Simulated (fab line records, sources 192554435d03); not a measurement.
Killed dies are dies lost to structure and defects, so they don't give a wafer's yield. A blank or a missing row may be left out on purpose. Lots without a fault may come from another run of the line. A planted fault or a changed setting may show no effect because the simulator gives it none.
fab line records | flow n5_finfet
record lots=5 wafers=15 last_day=17
route steps=1938 shown TV_OPEN@1891 PAD_METAL@1893 PASSIVATION@1897
lots that met no fault: from a run of the same line without faults
start_h: hours from the record's first day to the start of the lot's first wafer shown | wait_h: hours since the lot's step before | " the same as in the row above | L1.1+2: a row that stands for several wafers | - no value, or no start given | * or withheld: withheld | < > ~ a bound
route shown NAME@n: a module of which the file shows steps, and the number in the route of the first | usual: mean/standard deviation of fault-free wafers | same: alike in all rows | chamber/n: place in a boat | sites: the reading at each site | _std_site: their standard deviation | _edge_site: outer sites' mean less inner sites' | radius_mm: how far each site lies from the wafer's centre | mask NAME#n: copy n | behind: the tool/chamber that last shaped the wafer | hold: why the lot was held/for how many hours/how that ended | device: the transistor (n, p or np) that didn't switch | end of line: the same wafers' tests at the end of the route | a step without rows: its recipe alone | killed: dies lost to structure and defects at the first sort, not the wafer's yield | map: a wafer's dies, x killed, . not, _ none there
set.NAME: the setting as run; set.NAME@STEP: as run at that earlier step | model.NAME: the simulator's own value behind a step, which no gauge read
lots at some steps of the route; a table a step, a row a wafer
services: from which hour (start_h, from the record's first day; less than 0 if before it) a tool's chamber was out of use, for how many hours, and why
## steps
# step N5_PASSIVATION_STRIP_73
# recipe chemistry=post_etch_residue_remover time_s=60 temp_c=25 remover_ph=withheld remover_water_wt_pct=withheld remover_fluoride_wt_pct=withheld
# usual temp_c=25.00/0.11
# same time_s=60
# columns lot.wafer tool chamber start_h wait_h temp_c
L079.1 wet_bench-03 2 283.34 - 24.95
L079.2 " 6 " " 24.82
L079.3 " 5 " " 24.95
L080.2 wet_bench-01 3 298.78 - 25.00
L080.5 " 1 " " 24.93
L080.6 " 2 " " 24.81
L087.1 wet_bench-01 1 339.07 - 24.93
L087.2 " 7 " " 25.12
L087.4 " 4 " " 25.19
L089.2 wet_bench-03 0 361.62 - 24.93
L089.3 " 1 " " 24.97
L089.5 " 6 " " 24.91
L096.2 wet_bench-01 0 407.56 - 24.83
L096.4 " 3 " " 25.01
L096.6 " 1 " " 25.14
# step N5_PASSIVATION_SRD_17
# recipe time_s=30 temp_c=23 rinse_liquid=diw dry=n2_spin spin_rpm=1500 dry_time_s=30
# usual temp_c=23.01/0.1
# same dry_time_s=30 time_s=30
# columns lot.wafer tool chamber start_h wait_h temp_c
L079.1 wet_bench-03 2 283.36 0.0 23.09
L079.2 " 6 " " 23.19
L079.3 " 5 " " 22.95
L080.2 wet_bench-01 3 298.80 0.0 23.02
L080.5 " 1 " " 22.85
L080.6 " 2 " " 23.06
L087.1 wet_bench-01 1 339.11 0.0 23.10
L087.2 " 7 " " 23.11
L087.4 " 4 " " 23.05
L089.2 wet_bench-03 0 361.64 0.0 23.16
L089.3 " 1 " " 23.03
L089.5 " 6 " " 22.86
L096.2 wet_bench-01 0 407.58 0.0 22.97
L096.4 " 3 " " 23.01
L096.6 " 1 " " 23.02
# step N5_PASSIVATION_DEGAS_18
# recipe ambient=vacuum temp_c=300 time_s=60
# usual heater_power_w=435/26
# same time_s=60
# columns lot.wafer tool chamber start_h wait_h heater_power_w
L079.1 pvd_sputter-02 - 283.94 0.6 461
L079.2 " - " " 459
L079.3 " - " " 394
L080.2 pvd_sputter-02 - 299.37 0.6 412
L080.5 " - " " 384
L080.6 " - " " 449
L087.1 pvd_sputter-02 - 339.56 0.4 383
L087.2 " - " " 461
L087.4 " - " " 416
L089.2 pvd_sputter-03 - 361.83 0.2 443
L089.3 " - " " 433
L089.5 " - " " 430
L096.2 pvd_sputter-01 - 407.80 0.2 451
L096.4 " - " " 455
L096.6 " - " " 441
# step N5_PASSIVATION_PRE_CLEAN_19
# recipe gas=H2/He time_s=* temp_c=*
# usual heater_power_w=434/26
# same time_s=*
# columns lot.wafer tool chamber start_h wait_h heater_power_w
L079.1 pvd_sputter-02 - 283.98 0.0 460
L079.2 " - " " 452
L079.3 " - " " 394
L080.2 pvd_sputter-02 - 299.41 0.0 424
L080.5 " - " " 391
L080.6 " - " " 447
L087.1 pvd_sputter-02 - 339.60 0.0 387
L087.2 " - " " 461
L087.4 " - " " 414
L089.2 pvd_sputter-03 - 361.87 0.0 426
L089.3 " - " " 430
L089.5 " - " " 446
L096.2 pvd_sputter-01 - 407.84 0.0 439
L096.4 " - " " 450
L096.6 " - " " 447
# step N5_PASSIVATION_SPUTTER_20
# recipe material=TaN target_thk_a=500 temp_c=25 chamber_pressure_pa=0.4
# usual chamber_pressure_pa=0.4000/0.00079 throttle_valve_pct=29.5/0.91
# columns lot.wafer tool chamber start_h wait_h chamber_pressure_pa throttle_valve_pct
L079.1 pvd_sputter-02 - 284.02 0.0 0.4009 29.7
L079.2 " - " " 0.4008 29.8
L079.3 " - " " 0.4002 29.6
L080.2 pvd_sputter-02 - 299.45 0.0 0.4007 29.0
L080.5 " - " " 0.3990 29.7
L080.6 " - " " 0.4007 29.8
L087.1 pvd_sputter-02 - 339.64 0.0 0.4001 29.7
L087.2 " - " " 0.4003 29.6
L087.4 " - " " 0.3999 28.8
L089.2 pvd_sputter-03 - 361.91 0.0 0.3990 29.1
L089.3 " - " " 0.4008 29.4
L089.5 " - " " 0.3994 29.8
L096.2 pvd_sputter-01 - 407.88 0.0 0.4000 31.8
L096.4 " - " " 0.4004 29.3
L096.6 " - " " 0.3997 28.9
# step N5_PASSIVATION_AL_DEP_21
# recipe material=Al target_thk_a=28000 temp_c=400 time_s=170 power_w=30000 chamber_pressure_pa=0.4 gas=Ar
# usual chamber_pressure_pa=0.4000/0.0008 throttle_valve_pct=29.4/0.89
# same time_s=170
# columns lot.wafer tool chamber start_h wait_h chamber_pressure_pa throttle_valve_pct
L079.1 pvd_sputter-02 - 284.12 0.1 0.4012 29.5
L079.2 " - " " 0.4004 29.8
L079.3 " - " " 0.4007 29.9
L080.2 pvd_sputter-02 - 299.55 0.1 0.4002 29.0
L080.5 " - " " 0.4002 29.7
L080.6 " - " " 0.4007 29.6
L087.1 pvd_sputter-02 - 339.74 0.1 0.3990 29.6
L087.2 " - " " 0.3995 29.7
L087.4 " - " " 0.4006 29.0
L089.2 pvd_sputter-03 - 362.01 0.1 0.4004 29.2
L089.3 " - " " 0.3995 29.4
L089.5 " - " " 0.4001 29.4
L096.2 pvd_sputter-01 - 407.98 0.1 0.3989 31.4
L096.4 " - " " 0.3993 29.5
L096.6 " - " " 0.4007 28.8
# step N5_PASSIVATION_HMDS_23
# recipe time_s=60 temp_c=120
# same time_s=60
# columns lot.wafer tool chamber start_h wait_h
L079.1+2+3 litho_track-05 0 284.31 0.1
L080.2+5+6 litho_track-03 0 299.74 0.1
L087.1+2+4 litho_track-05 0 339.93 0.1
L089.2+3+5 litho_track-03 0 362.19 0.1
L096.2+4+6 litho_track-03 0 408.16 0.1
# step N5_PASSIVATION_COAT_24
# recipe spin_rpm=3000 resist_thk_nm=withheld
# columns lot.wafer tool chamber start_h wait_h
L079.1+2+3 litho_track-05 0 - -
L080.2+5+6 litho_track-03 0 - -
L087.1+2+4 litho_track-05 0 - -
L089.2+3+5 litho_track-03 0 - -
L096.2+4+6 litho_track-03 0 - -
# step N5_PASSIVATION_EBR_26
# recipe solvent=PGMEA ebr_width_mm=1.5
# columns lot.wafer tool chamber start_h wait_h
L079.1+2+3 litho_track-05 0 - -
L080.2+5+6 litho_track-03 0 - -
L087.1+2+4 litho_track-05 0 - -
L089.2+3+5 litho_track-03 0 - -
L096.2+4+6 litho_track-03 0 - -
# step N5_PASSIVATION_SOFTBAKE_25
# recipe temp_c=100 time_s=90
# same time_s=90
# columns lot.wafer tool chamber start_h wait_h
L079.1+2+3 litho_track-05 0 - -
L080.2+5+6 litho_track-03 0 - -
L087.1+2+4 litho_track-05 0 - -
L089.2+3+5 litho_track-03 0 - -
L096.2+4+6 litho_track-03 0 - -
# step N5_PASSIVATION_EXPOSE_27
# recipe mask_id=PAD na=0.55 source_shape=conventional sigma_outer=0.8 polarization=unpolarized defocus_nm=0 dose_mj=32.3
# usual exposure_dose_mJ_cm2=32.30/0.032
# columns lot.wafer tool chamber start_h wait_h mask exposure_dose_mJ_cm2
L079.1 krf_scanner-02 0 284.54 - PAD#0 32.28
L079.2 " 0 " " PAD#0 32.28
L079.3 " 0 " " PAD#0 32.26
L080.2 krf_scanner-01 0 299.98 - PAD#0 32.30
L080.5 " 0 " " PAD#0 32.31
L080.6 " 0 " " PAD#0 32.35
L087.1 krf_scanner-02 0 340.04 - PAD#0 32.26
L087.2 " 0 " " PAD#0 32.28
L087.4 " 0 " " PAD#0 32.27
L089.2 krf_scanner-01 0 362.44 - PAD#0 32.28
L089.3 " 0 " " PAD#0 32.28
L089.5 " 0 " " PAD#0 32.27
L096.2 krf_scanner-02 0 408.28 - PAD#0 32.28
L096.4 " 0 " " PAD#0 32.24
L096.6 " 0 " " PAD#0 32.27
# step N5_PASSIVATION_PEB_28
# recipe peb_temp_c=withheld peb_time_s=*
# columns lot.wafer tool chamber start_h wait_h
L079.1+2+3 litho_track-03 0 284.60 0.1
L080.2+5+6 litho_track-03 0 300.03 0.0
L087.1+2+4 litho_track-05 0 340.09 0.1
L089.2+3+5 litho_track-03 0 362.49 0.0
L096.2+4+6 litho_track-03 0 408.33 0.0
# step N5_PASSIVATION_DEVELOP_29
# recipe develop_time_s=60 rinse_liquid=diw dry=air_spin dev_temp_c=21
# columns lot.wafer tool chamber start_h wait_h
L079.1+2+3 litho_track-03 0 - -
L080.2+5+6 litho_track-03 0 - -
L087.1+2+4 litho_track-05 0 - -
L089.2+3+5 litho_track-03 0 - -
L096.2+4+6 litho_track-03 0 - -
# step N5_PASSIVATION_HARDBAKE_31
# recipe temp_c=130 time_s=120
# same time_s=120
# columns lot.wafer tool chamber start_h wait_h
L079.1+2+3 litho_track-03 0 - -
L080.2+5+6 litho_track-03 0 - -
L087.1+2+4 litho_track-05 0 - -
L089.2+3+5 litho_track-03 0 - -
L096.2+4+6 litho_track-03 0 - -
# step N5_PASSIVATION_CD_MEAS_30
# recipe target_cd_nm=4000 landing_energy_ev=500 detector=se_inlens polarity=opening
# usual cd_nm=4000.1/1.4
# columns lot.wafer tool chamber start_h wait_h cd_nm
L079.1 cd_sem-02 0 284.72 - 3998.8
L079.2 " 0 " " 3997.8
L079.3 " 0 " " 3997.9
L080.2 cd_sem-02 0 300.15 - 4000.4
L080.5 " 0 " " 4001.5
L080.6 " 0 " " 4000.1
L087.1 cd_sem-03 0 340.21 - 4000.5
L087.2 " 0 " " 4002.7
L087.4 " 0 " " 4001.7
L089.2 cd_sem-02 0 362.61 - 4001.4
L089.3 " 0 " " 4000.8
L089.5 " 0 " " 4001.7
L096.2 cd_sem-01 0 408.45 - 4000.8
L096.4 " 0 " " 3999.3
L096.6 " 0 " " 4000.7
# step N5_PASSIVATION_OVL_MEAS_63
# recipe points_per_wafer=44
# usual PAD_OVL=1/5.6
# columns lot.wafer tool chamber start_h wait_h PAD_OVL[nm]
L079.1 overlay-01 0 284.75 0.0 -2
L079.2 " 0 " " 16
L079.3 " 0 " " 4
L080.2 overlay-02 0 300.18 0.0 -11
L080.5 " 0 " " -8
L080.6 " 0 " " -11
L087.1 overlay-01 0 340.24 0.0 0
L087.2 " 0 " " 8
L087.4 " 0 " " 4
L089.2 overlay-01 0 362.64 0.0 -2
L089.3 " 0 " " -4
L089.5 " 0 " " -2
L096.2 overlay-02 0 408.48 0.0 2
L096.4 " 0 " " 2
L096.6 " 0 " " 1
# step N5_PASSIVATION_INSPECT_64
# recipe mode=adi inspect_instrument=macro
# usual raw_defect_count=1.9/1.4
# columns lot.wafer tool chamber start_h wait_h raw_defect_count
L079.1 defect_inspect-01 - 284.77 0.0 2
L079.2 " - " " 5
L079.3 " - " " 3
L080.2 defect_inspect-01 - 300.20 0.0 2
L080.5 " - " " 1
L080.6 " - " " 2
L087.1 defect_inspect-01 - 340.27 0.0 3
L087.2 " - " " 2
L087.4 " - " " 3
L089.2 defect_inspect-01 - 362.67 0.0 3
L089.3 " - " " 2
L089.5 " - " " 3
L096.2 defect_inspect-02 - 408.50 0.0 3
L096.4 " - " " 1
L096.6 " - " " 3
# step N5_PASSIVATION_DESCUM_32
# recipe chemistry=O2 time_s=7.9 source_power_w=50 bias_power_w=20 pressure_mtorr=20 rf_frequency_hz=2.712e+07 temp_c=40 o2_flow_sccm=225
# usual drypump_motor_current_A=5.6/0.45 oes_product_au=0.78/0.071 rf_vpp_V=243.1/1.5 showerhead_plenum_p_Torr=2.09/0.078 temp_c=39.99/0.11 throttle_valve_pct=20.57/0.3
# same time_s=7.9
# columns lot.wafer tool chamber start_h wait_h drypump_motor_current_A oes_product_au rf_hours_counter_h rf_vpp_V showerhead_plenum_p_Torr temp_c throttle_valve_pct
L079.1 rie_diel-01 3 284.80 0.0 6.2 0.78 135 242.7 2.20 40.06 20.92
L079.2 " 1 " " 6.1 0.73 158 241.0 2.00 40.21 20.74
L079.3 " 2 " " 5.6 0.87 68 246.0 2.21 39.92 20.10
L080.2 rie_diel-02 3 300.23 0.0 4.9 0.70 201 240.9 2.08 40.17 20.55
L080.5 " 1 " " 5.3 0.85 - 241.0 2.03 39.97 20.20
L080.6 " 2 " " 5.0 0.69 - 240.4 1.98 39.92 20.85
L087.1 rie_diel-04 0 340.30 0.0 5.5 0.83 92 243.3 2.11 40.09 20.61
L087.2 " 3 " " 5.4 0.75 145 244.4 2.10 39.99 20.69
L087.4 " 2 " " 5.6 0.83 77 244.4 2.12 40.03 20.78
L089.2 rie_diel-04 3 363.01 0.3 5.4 0.75 154 242.3 2.10 39.80 20.69
L089.3 " 2 " " 5.6 0.83 82 243.8 2.12 39.94 20.78
L089.5 " 1 " " 4.8 0.88 - 242.6 2.04 39.88 20.31
L096.2 rie_diel-01 2 408.61 0.1 5.6 0.80 109 245.4 2.20 39.91 20.15
L096.4 " 3 " " 6.2 0.74 182 243.2 2.18 40.12 20.99
L096.6 " 0 " " 5.9 0.84 - 243.5 2.12 40.06 20.33
# step N5_PASSIVATION_AL_ETCH_33
# recipe chemistry=Cl2/BCl3 target_depth_a=28000 over_etch_frac=0.15 Cl2_flow_sccm=180 bcl3_flow_sccm=60 target=Al stop_on=TaN time_s=466.7 ion_energy_ev=100 pressure_mtorr=10 icp_w=900 bias_w=100
# usual drypump_motor_current_A=5.9/0.46 oes_product_au=0.70/0.073 throttle_valve_pct=34.34/0.12
# same time_s=466.7
# columns lot.wafer tool chamber start_h wait_h drypump_motor_current_A oes_product_au rf_hours_counter_h throttle_valve_pct
L079.1 rie_metal-02 1 284.89 0.1 6.5 0.71 49 33.99
L079.2 " 0 " " 6.6 0.71 45 34.51
L079.3 " 1 " " 6.5 0.71 - 33.98
L080.2 rie_metal-03 1 300.32 0.1 5.3 0.79 16 34.38
L080.5 " 0 " " 6.2 0.67 - 34.24
L080.6 " 1 " " 5.3 0.79 - 34.38
L087.1 rie_metal-03 1 340.39 0.1 5.3 0.76 20 34.41
L087.2 " 0 " " 6.2 0.65 56 34.30
L087.4 " 1 " " 5.3 0.77 - 34.41
L089.2 rie_metal-01 1 363.23 0.2 5.6 0.69 - 34.36
L089.3 " 1 " " 5.6 0.70 - 34.36
L089.5 " 1 " " 5.6 0.69 - 34.36
L096.2 rie_metal-01 1 408.69 0.1 5.5 0.67 52 34.39
L096.4 " 0 " " 6.1 0.84 - 34.39
L096.6 " 1 " " 5.6 0.67 - 34.40
# step N5_PASSIVATION_ETCH_59
# recipe chemistry=Cl2/BCl3 target=TaN target_depth_a=650 time_s=34.9 ion_energy_ev=100 pressure_mtorr=10 icp_w=900 bias_w=100 Cl2_flow_sccm=60 bcl3_flow_sccm=30
# usual drypump_motor_current_A=5.9/0.46 oes_product_au=0.78/0.086 throttle_valve_pct=21.16/0.14
# same time_s=34.9
# columns lot.wafer tool chamber start_h wait_h drypump_motor_current_A oes_product_au rf_hours_counter_h throttle_valve_pct
L079.1 rie_metal-02 1 285.29 0.3 6.5 0.79 50 20.80
L079.2 " 0 " " 6.6 0.78 45 21.35
L079.3 " 1 " " 6.5 0.79 - 20.81
L080.2 rie_metal-03 1 300.72 0.3 5.3 0.88 17 21.24
L080.5 " 0 " " 6.2 0.73 - 21.08
L080.6 " 1 " " 5.3 0.88 - 21.24
L087.1 rie_metal-03 1 340.79 0.3 5.3 0.87 20 21.24
L087.2 " 0 " " 6.2 0.73 56 21.09
L087.4 " 1 " " 5.3 0.87 - 21.23
L089.2 rie_metal-01 1 363.93 0.6 5.6 0.75 - 21.18
L089.3 " 1 " " 5.6 0.75 - 21.16
L089.5 " 1 " " 5.6 0.76 - 21.18
L096.2 rie_metal-01 1 409.09 0.3 5.6 0.75 52 21.19
L096.4 " 0 " " 6.0 0.95 - 21.07
L096.6 " 1 " " 5.6 0.75 - 21.16
# step N5_PASSIVATION_STRIP_34
# recipe chemistry=O2 power_w=600 temp_c=60 pressure_mtorr=30 rf_frequency_hz=6e+07 bias_power_w=0 overash_fraction=2 o2_flow_sccm=225
# usual drypump_motor_current_A=5.4/0.39 oes_product_au=0.79/0.071 rf_vpp_V=3.5/1.3 showerhead_plenum_p_Torr=2.09/0.059 temp_c=60.00/0.12 throttle_valve_pct=16.81/0.25
# same overash_fraction=2
# columns lot.wafer tool chamber start_h wait_h drypump_motor_current_A oes_product_au rf_hours_counter_h rf_vpp_V showerhead_plenum_p_Torr temp_c throttle_valve_pct
L079.1 rie_diel-04 0 285.41 0.1 5.5 0.86 75 1.9 2.12 60.04 16.77
L079.2 " 3 " " 5.4 0.78 128 7.7 2.12 59.93 16.85
L079.3 " 1 " " 4.8 0.92 10 2.7 2.05 60.01 16.50
L080.2 rie_diel-01 2 300.84 0.1 5.6 0.84 70 4.6 2.22 60.05 16.32
L080.5 " 1 " " 6.1 0.72 - 2.2 2.00 59.88 16.95
L080.6 " 0 " " 5.9 0.89 - 4.9 2.13 59.91 16.51
L087.1 rie_diel-02 2 340.94 0.1 5.1 0.67 234 1.0 1.98 59.89 17.05
L087.2 " 0 " " 5.6 0.70 231 3.3 2.08 59.95 17.10
L087.4 " 3 " " 4.9 0.68 217 3.2 2.08 59.97 16.91
L089.2 rie_diel-02 1 364.11 0.1 5.4 0.81 78 3.0 2.03 60.08 16.55
L089.3 " 3 " " 4.9 0.69 225 2.9 2.08 59.76 16.88
L089.5 " 0 " " 5.6 0.69 - 2.8 2.08 60.00 17.18
L096.2 rie_diel-01 2 409.28 0.2 5.6 0.79 109 3.9 2.20 60.06 16.42
L096.4 " 0 " " 5.9 0.84 87 2.1 2.12 60.09 16.55
L096.6 " 1 " " 6.1 0.71 - 5.3 1.99 60.09 17.11
# step N5_PASSIVATION_STRIP_51
# recipe chemistry=post_etch_residue_remover time_s=1200 temp_c=72.5
# usual temp_c=72.47/0.13
# same time_s=1200
# columns lot.wafer tool chamber start_h wait_h temp_c
L079.1 wet_bench-02 4 285.48 - 72.50
L079.2 " 0 " " 72.47
L079.3 " 5 " " 72.54
L080.2 wet_bench-05 2 300.91 - 72.70
L080.5 " 3 " " 72.62
L080.6 " 0 " " 72.61
L087.1 wet_bench-05 4 341.00 - 72.75
L087.2 " 0 " " 72.51
L087.4 " 1 " " 72.47
L089.2 wet_bench-05 3 364.18 - 72.78
L089.3 " 2 " " 72.52
L089.5 " 1 " " 72.44
L096.2 wet_bench-05 5 409.35 - 72.43
L096.4 " 2 " " 72.47
L096.6 " 4 " " 72.58
# step N5_PASSIVATION_CLEAN_69
# recipe chemistry=IPA time_s=180 temp_c=25
# usual temp_c=25.00/0.11
# same time_s=180
# columns lot.wafer tool chamber start_h wait_h temp_c
L079.1 wet_bench-02 4 285.81 0.0 25.17
L079.2 " 0 " " 24.88
L079.3 " 5 " " 25.09
L080.2 wet_bench-05 2 301.24 0.0 24.95
L080.5 " 3 " " 25.14
L080.6 " 0 " " 24.96
L087.1 wet_bench-05 4 341.34 0.0 24.95
L087.2 " 0 " " 24.99
L087.4 " 1 " " 24.93
L089.2 wet_bench-05 3 364.51 0.0 25.05
L089.3 " 2 " " 25.07
L089.5 " 1 " " 25.21
L096.2 wet_bench-05 5 409.68 0.0 24.75
L096.4 " 2 " " 24.90
L096.6 " 4 " " 25.05
# step N5_PASSIVATION_SRD_70
# recipe dry=ipa_marangoni time_s=30 temp_c=23 rinse_liquid=diw
# usual temp_c=23.00/0.1
# same time_s=30
# columns lot.wafer tool chamber start_h wait_h temp_c
L079.1 wet_bench-02 4 285.86 0.0 22.98
L079.2 " 0 " " 23.21
L079.3 " 5 " " 22.92
L080.2 wet_bench-05 2 301.29 0.0 22.97
L080.5 " 3 " " 22.89
L080.6 " 0 " " 22.92
L087.1 wet_bench-05 4 341.39 0.0 23.23
L087.2 " 0 " " 22.91
L087.4 " 1 " " 23.00
L089.2 wet_bench-05 3 364.56 0.0 23.14
L089.3 " 2 " " 22.99
L089.5 " 1 " " 22.92
L096.2 wet_bench-05 5 409.74 0.0 22.81
L096.4 " 2 " " 23.05
L096.6 " 4 " " 22.83
# step N5_PASSIVATION_PECVD_53
# recipe material=SiO2 target_thk_a=8000 temp_c=400 precursor=TEOS/O2 pressure_torr=6.5 rf_w=withheld teos_flow_sccm=withheld gas=O2 flow_sccm=2650 time_s=169.4
# same time_s=169.4
# columns lot.wafer tool chamber start_h wait_h
L079.1+2+3 pecvd-02 0,1,2 285.91 0.0
L080.2+5+6 pecvd-02 0,2,1 301.34 0.0
L087.1+2+4 pecvd-04 1,0,0 341.44 0.0
L089.2+3+5 pecvd-02 1,0,2 364.61 0.0
L096.2+4+6 pecvd-02 1,0,1 409.78 0.0
# step N5_PASSIVATION_PECVD_35
# recipe material=SiNx target_thk_a=7000 temp_c=400 precursor=SiH4/NH3/N2 pressure_torr=4.9 rf_w=1406 time_s=151.3
# usual heater_power_w=380/87 showerhead_plenum_p_Torr=8.70/0.076 throttle_valve_pct=29.0/1.4
# same time_s=151.3
# columns lot.wafer tool chamber start_h wait_h heater_power_w showerhead_plenum_p_Torr throttle_valve_pct
L079.1 pecvd-02 0 286.02 0.1 379 8.81 29.6
L079.2 " 1 " " 344 8.63 28.3
L079.3 " 2 " " 488 8.66 26.9
L080.2 pecvd-02 0 301.45 0.1 517 8.83 29.8
L080.5 " 2 " " 355 8.66 27.0
L080.6 " 1 " " 405 8.65 28.2
L087.1 pecvd-04 1 341.55 0.1 337 8.56 31.4
L087.2 " 0 " " 230 8.71 29.7
L087.4 " 0 " " 271 8.68 29.9
L089.2 pecvd-02 1 364.72 0.1 360 8.66 27.9
L089.3 " 0 " " 375 8.83 29.6
L089.5 " 2 " " 500 8.63 27.2
L096.2 pecvd-02 1 409.89 0.1 415 8.66 28.2
L096.4 " 0 " " 475 8.83 29.5
L096.6 " 1 " " 282 8.64 27.7
# step N5_PASSIVATION_HMDS_37
# recipe time_s=60 temp_c=120
# same time_s=60
# columns lot.wafer tool chamber start_h wait_h
L079.1+2+3 litho_track-03 0 286.16 0.1
L080.2+5+6 litho_track-05 0 301.59 0.1
L087.1+2+4 litho_track-03 0 341.70 0.1
L089.2+3+5 litho_track-05 0 364.86 0.1
L096.2+4+6 litho_track-03 0 410.03 0.1
# step N5_PASSIVATION_COAT_38
# recipe spin_rpm=3000 resist_thk_nm=withheld
# columns lot.wafer tool chamber start_h wait_h
L079.1+2+3 litho_track-03 0 - -
L080.2+5+6 litho_track-05 0 - -
L087.1+2+4 litho_track-03 0 - -
L089.2+3+5 litho_track-05 0 - -
L096.2+4+6 litho_track-03 0 - -
# step N5_PASSIVATION_EBR_40
# recipe solvent=PGMEA ebr_width_mm=1.5
# columns lot.wafer tool chamber start_h wait_h
L079.1+2+3 litho_track-03 0 - -
L080.2+5+6 litho_track-05 0 - -
L087.1+2+4 litho_track-03 0 - -
L089.2+3+5 litho_track-05 0 - -
L096.2+4+6 litho_track-03 0 - -
# step N5_PASSIVATION_SOFTBAKE_39
# recipe temp_c=110 time_s=120
# same time_s=120
# columns lot.wafer tool chamber start_h wait_h
L079.1+2+3 litho_track-03 0 - -
L080.2+5+6 litho_track-05 0 - -
L087.1+2+4 litho_track-03 0 - -
L089.2+3+5 litho_track-05 0 - -
L096.2+4+6 litho_track-03 0 - -
# step N5_PASSIVATION_EXPOSE_41
# recipe mask_id=PASS_OPEN na=0.55 defocus_nm=0 source_shape=conventional sigma_outer=0.8 polarization=unpolarized target_cd_nm=40000 dose_mj=57.25
# usual exposure_dose_mJ_cm2=57.25/0.052
# columns lot.wafer tool chamber start_h wait_h mask exposure_dose_mJ_cm2
L079.1 krf_scanner-02 0 286.40 - PASS_OPEN#0 57.24
L079.2 " 0 " " PASS_OPEN#0 57.27
L079.3 " 0 " " PASS_OPEN#0 57.30
L080.2 krf_scanner-01 0 301.83 - PASS_OPEN#0 57.16
L080.5 " 0 " " PASS_OPEN#0 57.19
L080.6 " 0 " " PASS_OPEN#0 57.16
L087.1 krf_scanner-01 0 341.94 - PASS_OPEN#0 57.24
L087.2 " 0 " " PASS_OPEN#0 57.28
L087.4 " 0 " " PASS_OPEN#0 57.22
L089.2 krf_scanner-02 0 364.98 - PASS_OPEN#0 57.29
L089.3 " 0 " " PASS_OPEN#0 57.24
L089.5 " 0 " " PASS_OPEN#0 57.26
L096.2 krf_scanner-01 0 410.28 - PASS_OPEN#0 57.27
L096.4 " 0 " " PASS_OPEN#0 57.23
L096.6 " 0 " " PASS_OPEN#0 57.32
# step N5_PASSIVATION_PEB_42
# recipe peb_temp_c=withheld peb_time_s=*
# columns lot.wafer tool chamber start_h wait_h
L079.1+2+3 litho_track-03 0 286.46 0.1
L080.2+5+6 litho_track-04 0 301.89 0.0
L087.1+2+4 litho_track-05 0 342.00 0.1
L089.2+3+5 litho_track-05 0 365.03 0.0
L096.2+4+6 litho_track-04 0 410.33 0.0
# step N5_PASSIVATION_DEVELOP_43
# recipe develop_time_s=60 rinse_liquid=diw dry=air_spin dev_temp_c=21
# columns lot.wafer tool chamber start_h wait_h
L079.1+2+3 litho_track-03 0 - -
L080.2+5+6 litho_track-04 0 - -
L087.1+2+4 litho_track-05 0 - -
L089.2+3+5 litho_track-05 0 - -
L096.2+4+6 litho_track-04 0 - -
# step N5_PASSIVATION_HARDBAKE_45
# recipe temp_c=130 time_s=120
# same time_s=120
# columns lot.wafer tool chamber start_h wait_h
L079.1+2+3 litho_track-03 0 - -
L080.2+5+6 litho_track-04 0 - -
L087.1+2+4 litho_track-05 0 - -
L089.2+3+5 litho_track-05 0 - -
L096.2+4+6 litho_track-04 0 - -
# step N5_PASSIVATION_CD_MEAS_44
# recipe target_cd_nm=40000 landing_energy_ev=500 detector=se_inlens
# usual cd_nm=39999/2.7
# columns lot.wafer tool chamber start_h wait_h cd_nm
L079.1 cd_sem-03 0 286.58 - 40002
L079.2 " 0 " " 39998
L079.3 " 0 " " 39999
L080.2 cd_sem-02 0 302.01 - 40004
L080.5 " 0 " " 40002
L080.6 " 0 " " 40002
L087.1 cd_sem-02 0 342.12 - 39999
L087.2 " 0 " " 39997
L087.4 " 0 " " 40001
L089.2 cd_sem-02 0 365.15 - 39994
L089.3 " 0 " " 39993
L089.5 " 0 " " 39993
L096.2 cd_sem-02 0 410.45 - 40003
L096.4 " 0 " " 40001
L096.6 " 0 " " 40006
# step N5_PASSIVATION_OVL_MEAS_66
# recipe points_per_wafer=44
# usual PASS_OPEN_OVL=-3/4.4
# columns lot.wafer tool chamber start_h wait_h PASS_OPEN_OVL[nm]
L079.1 overlay-02 0 286.61 0.0 -1
L079.2 " 0 " " 0
L079.3 " 0 " " -5
L080.2 overlay-01 0 302.04 0.0 -8
L080.5 " 0 " " -5
L080.6 " 0 " " -11
L087.1 overlay-02 0 342.15 0.0 -5
L087.2 " 0 " " 4
L087.4 " 0 " " -3
L089.2 overlay-02 0 365.18 0.0 -5
L089.3 " 0 " " -4
L089.5 " 0 " " -1
L096.2 overlay-01 0 410.48 0.0 -1
L096.4 " 0 " " -4
L096.6 " 0 " " -6
# step N5_PASSIVATION_INSPECT_67
# recipe mode=adi inspect_instrument=macro
# usual raw_defect_count=2.0/1.5
# columns lot.wafer tool chamber start_h wait_h raw_defect_count
L079.1 defect_inspect-01 - 286.63 0.0 4
L079.2 " - " " 2
L079.3 " - " " 1
L080.2 defect_inspect-02 - 302.06 0.0 1
L080.5 " - " " 3
L080.6 " - " " 3
L087.1 defect_inspect-01 - 342.17 0.0 3
L087.2 " - " " 4
L087.4 " - " " 4
L089.2 defect_inspect-01 - 365.21 0.0 0
L089.3 " - " " 1
L089.5 " - " " 2
L096.2 defect_inspect-01 - 410.51 0.0 2
L096.4 " - " " 2
L096.6 " - " " 1
## services
# columns tool chamber start_h hours kind
krf_scanner-01 - 261.22 0.6 repair
rie_diel-01 3 270.15 5.9 repair
krf_scanner-02 - 282.20 1.0 pm
krf_scanner-01 - 283.44 1.0 pm
rie_diel-01 2 285.76 10.5 repair
krf_scanner-02 - 296.14 3.6 pm
rie_diel-01 0 307.46 4.7 repair
krf_scanner-02 - 312.78 1.3 pm
rie_diel-01 0 314.89 13.9 repair
rie_metal-03 - 319.20 0.7 repair
krf_scanner-01 - 323.92 0.8 pm
krf_scanner-01 - 324.91 5.4 repair
krf_scanner-02 - 334.24 0.2 repair
krf_scanner-02 - 335.38 0.8 pm
krf_scanner-01 - 352.78 1.3 pm
pecvd-02 - 355.41 0.6 repair
krf_scanner-02 - 357.53 0.5 repair
pecvd-02 - 365.01 4.3 pm
pvd_sputter-02 - 369.14 3.4 repair
wet_bench-05 - 371.06 4.4 pm
wet_bench-01 - 384.36 0.6 repair
krf_scanner-01 - 404.50 0.3 repair
krf_scanner-01 - 404.83 4.0 pm
krf_scanner-02 - 409.96 3.1 repair
## key
fault none
